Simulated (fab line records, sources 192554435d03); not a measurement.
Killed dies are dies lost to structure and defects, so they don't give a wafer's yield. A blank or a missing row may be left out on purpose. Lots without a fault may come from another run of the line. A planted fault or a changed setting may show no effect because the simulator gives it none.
A struck lot beside a sound one | flow n5_finfet | 15 steps out of a route of 1938
Sound: wafers L814.1, L814.2, L814.6. Struck: wafers L819.4, L819.5, L819.6. The cause comes at the end.
At each step with rows: each side's tool, then ch and its chambers, then its first start. Under that, the readings that differ: sound wafers | struck wafers | difference of the means | sigmas: that difference in standard deviations of wafers without a fault.
alike: readings whose means differ by less than 2 such deviations, and words and numbers that are the same on both sides. not compared: withheld readings, readings that some wafer has no value for, bounds like >300 that may hide the same value, and numbers for which the record gives no deviation and whose values overlap.
The two part at a step that has a row with sigmas, a row that says differs or no value, or rows on one side only. Numbers that don't overlap but have no deviation are shown without sigmas and don't part them. A reading that every wafer of one side lacks parts them only if that side has two wafers or more.

N5_BEOL_M12_ETCH_67: etches SiARC in CF4, target depth 143 nm, time 238.3 s.
  sound on rie_diel-05 ch 0,1,3, day 13 10:16; struck on rie_diel-01 ch 0,2,3, day 14 21:49
  reading                         | sound          | struck         | difference | sigmas
  showerhead_plenum_p_Torr (Torr) | 2.18 2.20 2.28 | 2.08 2.08 2.11 | -0.13      | -2
  alike: drypump_motor_current_A, etch_rf_on_time_s, oes_product_au, rf_vpp_V, throttle_valve_pct
  not compared: rf_hours_counter_h
N5_BEOL_M12_ETCH_68: etches SOC in N2/H2, time 285 s.
  sound on rie_diel-05 ch 0,1,3, day 13 10:25; struck on rie_diel-01 ch 0,2,3, day 14 21:58
  alike: drypump_motor_current_A, oes_product_au, rf_vpp_V, showerhead_plenum_p_Torr, throttle_valve_pct
  not compared: rf_hours_counter_h
then, 1 step without rows for these wafers: N5_BEOL_M12_STRIP_69 (strips in N2/H2).
N5_BEOL_M12_TRENCH_ETCH_34: etches SiOC in C4F8/O2/Ar, target depth 318.95 nm, time 125.5 s.
  sound on rie_diel-05 ch 0,1,3, day 13 10:36; struck on rie_diel-01 ch 0,2,3, day 14 22:07
  reading      | sound             | struck            | difference | sigmas
  rf_vpp_V (V) | 667.5 669.1 672.4 | 663.5 664.2 663.1 | -6.1       | -2
  alike: drypump_motor_current_A, he_inner_torr, oes_product_au, showerhead_plenum_p_Torr, throttle_valve_pct
  not compared: rf_hours_counter_h
then, 1 step without rows for these wafers: N5_BEOL_M12_STRIP_70 (strips in C4F8/O2/Ar).
N5_BEOL_M12_OCD_MEAS_35:
  sound on ocd-02, day 13 10:45; struck on ocd-02, day 14 22:13
  alike: trench_depth_nm
then, 4 steps without rows for these wafers: N5_BEOL_M12_STRIP_37 (strips in N2/H2); N5_BEOL_M12_ETCH_38 (etches SiCN in CF4/N2, target depth 68.7 nm, time 73.4 s); N5_BEOL_M12_PRECLEAN_39 (cleans in residue remover, time 60 s); N5_BEOL_M12_SRD_40 (time 30 s, dry time 30 s).
N5_BEOL_M12_DEGAS_41: time 60 s.
  sound on pvd_sputter-02, day 13 11:12; struck on pvd_sputter-02, day 14 22:47
  alike: heater_power_w
then, 1 step without rows for these wafers: N5_BEOL_M12_PRE_CLEAN_42 (time 30 s).
N5_BEOL_M12_SPUTTER_43: material TaN, target thk 15 nm, time 24.19 s.
  sound on pvd_sputter-02, day 13 11:17; struck on pvd_sputter-02, day 14 22:52
  reading                                      | sound             | struck            | difference | sigmas
  cathode_dc_power_W (W)                       | 15005 14999 15000 | 13988 13988 13991 | -1012      | -99 or more
  model.TaN_of_BEOL_M12_SPUTTER_43.thk_nm (nm) | 15.2 15 15        | 14.2 14.2 14.2    | -0.9       |
  alike: throttle_valve_pct
N5_BEOL_M12_SPUTTER_44: material Ta, target thk 10 nm, time 16.13 s.
  sound on pvd_sputter-02, day 13 11:22; struck on pvd_sputter-02, day 14 22:56
  alike: cathode_dc_power_W, throttle_valve_pct
N5_PASSIVATION_PROBE_49:
  the record has rows for the sound wafers here (prober-01, day 14 19:46) and none for the struck ones

WHERE THEY PART
First at N5_BEOL_M12_ETCH_67; last, within this record, at N5_PASSIVATION_PROBE_49.

WHY: what the simulator had put in
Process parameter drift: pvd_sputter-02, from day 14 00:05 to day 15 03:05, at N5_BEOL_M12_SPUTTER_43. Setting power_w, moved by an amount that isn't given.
